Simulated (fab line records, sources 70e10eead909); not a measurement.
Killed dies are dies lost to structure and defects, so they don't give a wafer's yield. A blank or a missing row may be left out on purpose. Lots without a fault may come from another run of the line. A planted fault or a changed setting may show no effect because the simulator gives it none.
Chamber matching | flow nand_harc | NHARC_A_STAIRCASE_ETCH_292 on rie_diel-05: 4 sister chambers
The step etches the open film in CF4/CHF3. 8 wafers are shown with their chamber, then 7 later ones without.

WAFERS WITH THEIR CHAMBER
wafer  | chamber | showerhead_plenum_p_Torr (Torr) | rf_vpp_V (V)
L074.3 | 1       | 1.50                            | 368.8
L082.2 | 1       | 1.50                            | 366.6
L082.6 | 3       | 1.51                            | 367.9
L084.1 | 0       | 1.54                            | 368.8
L084.3 | 2       | 1.64                            | 372.3
L084.6 | 3       | 1.51                            | 367.6
L087.2 | 2       | 1.63                            | 372.0
L087.4 | 0       | 1.54                            | 370.7

WAFERS WITHOUT THEIR CHAMBER
wafer  | showerhead_plenum_p_Torr (Torr) | rf_vpp_V (V)
L087.5 | 1.51                            | 368.1
L086.2 | 1.63                            | 373.6
L086.3 | 1.51                            | 368.9
L086.4 | 1.50                            | 368.4
L093.1 | 1.53                            | 370.0
L093.3 | 1.51                            | 368.0
L093.5 | 1.53                            | 369.2

WHICH CHAMBER EACH WENT THROUGH
wafer  | from the rows above     | in truth
L087.5 | 3                       | 3
L086.2 | 2                       | 2
L086.3 | can't be placed: 3 or 1 | 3
L086.4 | 1                       | 1
L093.1 | 0                       | 0
L093.3 | 3                       | 3
L093.5 | 0                       | 0
Placed correctly: 6 of 7. Can't be placed from these rows: 1 (the true chamber is among the candidates in 1). Placed wrongly: 0.
How it was worked out, from the rows above alone: a wafer's distance from a chamber is the root of the sum, over the readings, of the square of ((its reading less the chamber's mean) divided by the reading's scatter). The wafer belongs to the nearest chamber; if the next one is less than 2 further off, it can't be placed. A chamber's mean is the mean of its shown wafers. The scatter: the root of (the sum of the squares of (reading less its chamber's mean) over the shown wafers, divided by (wafers less chambers)).
